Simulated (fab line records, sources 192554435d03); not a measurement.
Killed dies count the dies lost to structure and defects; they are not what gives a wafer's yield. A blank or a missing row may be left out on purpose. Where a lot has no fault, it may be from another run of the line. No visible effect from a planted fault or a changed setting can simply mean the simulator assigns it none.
8D (eight disciplines) problem report, filled in by code | flow n5 finfet | the parts of the form that need people (team, actions taken, sign-off) are left out

## 1. WHAT IS WRONG
At N5_BEOL_M10_ETCH_66, run length s averages 257.4 s over 2 wafers from 2 lots, while fault-free wafers read 203.0 s, standard deviation 0.45. That is +99 or more standard deviations from the usual mean.
The step: etches SOC in N2/H2, target depth 120 nm, overetch 24 nm, time 180 s.
Earliest sighting: wafer L331.4 on rie diel-01 at day 14 05:59. The record holds 32 wafers of 11 lots with a number at this step. Rule for "out" (also "out of limits"): further than 4 standard deviations from the usual mean. The rest of the wafers with a number are treated as sound.

## 2. WHAT THIS IS AND IS NOT
question                    | is                | is not
which readings at this step | run length s      | drypump motor current A, rf vpp V, showerhead plenum p Torr, throttle valve pct
which lots                  | L331, L338        | L322, L327, L328, L329, L330, L339, L341, L342, L343
which wafers of those lots  | L331.4, L338.4    | L331.2, L338.2, L338.5
read on which tools         | rie diel-01       | rie diel-05, rie diel-06
when                        | from day 14 05:59 | up to then (16 sound wafers); but 14 sound wafers of L338, L339, L341, L342, L343 came after

## 3. SUSPECTS, AND WHAT RULES EACH OUT
Counting: any tool at a process step up to the reading remains a suspect provided it ran every lot that is out. Sound lots after the first of them don't rule it out here, since some wafers of a struck lot are sound.
- rie diel-01 at N5_BEOL_M10_ETCH_66 (etches SOC in N2/H2, target depth 120 nm, overetch 24 nm, time 180 s): kept. Every lot that is out went through it, the first being L331 (day 14 05:59); the last sound lot it ran before that was L329 (day 12 20:59). On those wafers its own readings are out: run length s.
- Within rie diel-01 at N5_BEOL_M10_ETCH_66: the wafers that are out ran in chambers 0, 1; their sound lot-mates ran in chamber 2.
Left after counting: rie diel-01 at N5_BEOL_M10_ETCH_66.

## 4. THE CAUSE (what the simulator had put in)
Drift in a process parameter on rie diel-01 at N5_BEOL_M10_ETCH_66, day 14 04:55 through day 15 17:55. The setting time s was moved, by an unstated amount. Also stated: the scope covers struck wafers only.
This tool alone remained once counting was done.

## 5. SEQUENCE OF EFFECTS, ordered by route
Each row: a reading where the mean over the struck wafers with a number is more than 3 standard deviations away from the usual. Only readings whose record carries a usual standard deviation are examined. hours: median over the lots of the time between each lot's start at the first step of this table that gives one and its start at this step. sigmas: the change, counted in usual standard deviations.
hours | step                | reading      | usual   | on struck wafers | change | sigmas
0     | N5_BEOL_M10_ETCH_66 | run length s | 203.0 s | 257.4            | +54.4  | +99 or more
The process steps in it:
- N5_BEOL_M10_ETCH_66: etches SOC in N2/H2, target depth 120 nm, overetch 24 nm, time 180 s.

## 6. HOW IT WOULD HAVE BEEN CAUGHT EARLIER
In this record the first reading out of limits was taken at day 14 05:59, 1 hour after the fault began at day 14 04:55.
